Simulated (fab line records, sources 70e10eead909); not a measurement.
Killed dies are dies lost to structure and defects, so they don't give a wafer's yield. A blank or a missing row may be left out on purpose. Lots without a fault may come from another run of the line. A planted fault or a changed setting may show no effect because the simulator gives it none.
A struck lot beside a sound one | flow nand_harc | 14 steps out of a route of 1302
Sound: wafers L943.3, L943.4, L943.6. Struck: wafers L954.1, L954.5. (L954.4 of the same lot was not struck and is left out.) The cause comes at the end.
At each step with rows: each side's tool, then ch and its chambers, then its first start. Under that, the readings that differ: sound wafers | struck wafers | difference of the means | sigmas: that difference in standard deviations of wafers without a fault.
alike: readings whose means differ by less than 2 such deviations, and words and numbers that are the same on both sides. not compared: withheld readings, readings that some wafer has no value for, bounds like >300 that may hide the same value, and numbers for which the record gives no deviation and whose values overlap.
The two part at a step that has a row with sigmas, a row that says differs or no value, or rows on one side only. Numbers that don't overlap but have no deviation are shown without sigmas and don't part them. A reading that every wafer of one side lacks parts them only if that side has two wafers or more.

NHARC_A_ZERO_WELL_INSPECT_17:
  sound on defect_inspect-01, day 10 00:38; struck on defect_inspect-02, day 14 11:56
  alike: raw_defect_count
then, 3 steps without rows for these wafers: NHARC_A_SOURCE_PLATE_PRECLEAN_00 (cleans in HF-LAST, time 60 s); NHARC_A_SOURCE_PLATE_SRD_01; NHARC_A_SOURCE_PLATE_OXIDE_02 (material SiO2, target thk 10 nm, ox time 1362 s).
NHARC_A_SOURCE_PLATE_THK_MEAS_09: measures by ellipsometry.
  sound on film_metro-01, day 10 08:50; struck on film_metro-01, day 14 19:29
  alike: thk_nm
then, 3 steps without rows for these wafers: NHARC_A_SOURCE_PLATE_PVD_04 (deposits WSi2, target thk 50 nm); NHARC_A_SOURCE_PLATE_CVD_03 (deposits poly-Si, target thk 200 nm, time 4000 s); NHARC_A_SOURCE_PLATE_ANNEAL_05 (time 1800 s).
NHARC_A_SOURCE_PLATE_THK_MEAS_06: measures by ellipsometry.
  sound on film_metro-02, day 10 23:01; struck on film_metro-02, day 15 08:18
  alike: thk_nm
NHARC_A_SOURCE_PLATE_INSPECT_08:
  sound on defect_inspect-02, day 10 23:04; struck on defect_inspect-02, day 15 08:22
  alike: raw_defect_count
NHARC_A_ONON_D1_DEP_00: target thk 1000 nm.
  sound on pecvd_onon-04 ch 0, day 10 23:15; struck on pecvd_onon-04 ch 0, day 15 08:26
  alike: n2_flow_sccm, nh3_flow_sccm
NHARC_A_ONON_D1_THK_MEAS_02: measures by ellipsometry.
  sound on film_metro-02, day 10 23:39; struck on film_metro-01, day 15 08:56
  reading     | sound       | struck    | difference | sigmas
  thk_nm (nm) | 990 988 991 | 1222 1222 | +232       | +24
then, 1 step without rows for these wafers: NHARC_A_ONON_D1_DEP_03 (target thk 1000 nm).
-- the record jumps here: 17 days lie between the struck wafers' starts before and after (it left off in module A_ONON_D1 and takes up again in module END, whose first step shown is number 1302 of the route) --
NHARC_END_SORT_01:
  the record has rows for the struck wafers here (prober-02 ch 0, day 31 21:51) and none for the sound ones

WHERE THEY PART
First at NHARC_A_ONON_D1_THK_MEAS_02; last, within this record, at NHARC_END_SORT_01.

WHY: what the simulator had put in
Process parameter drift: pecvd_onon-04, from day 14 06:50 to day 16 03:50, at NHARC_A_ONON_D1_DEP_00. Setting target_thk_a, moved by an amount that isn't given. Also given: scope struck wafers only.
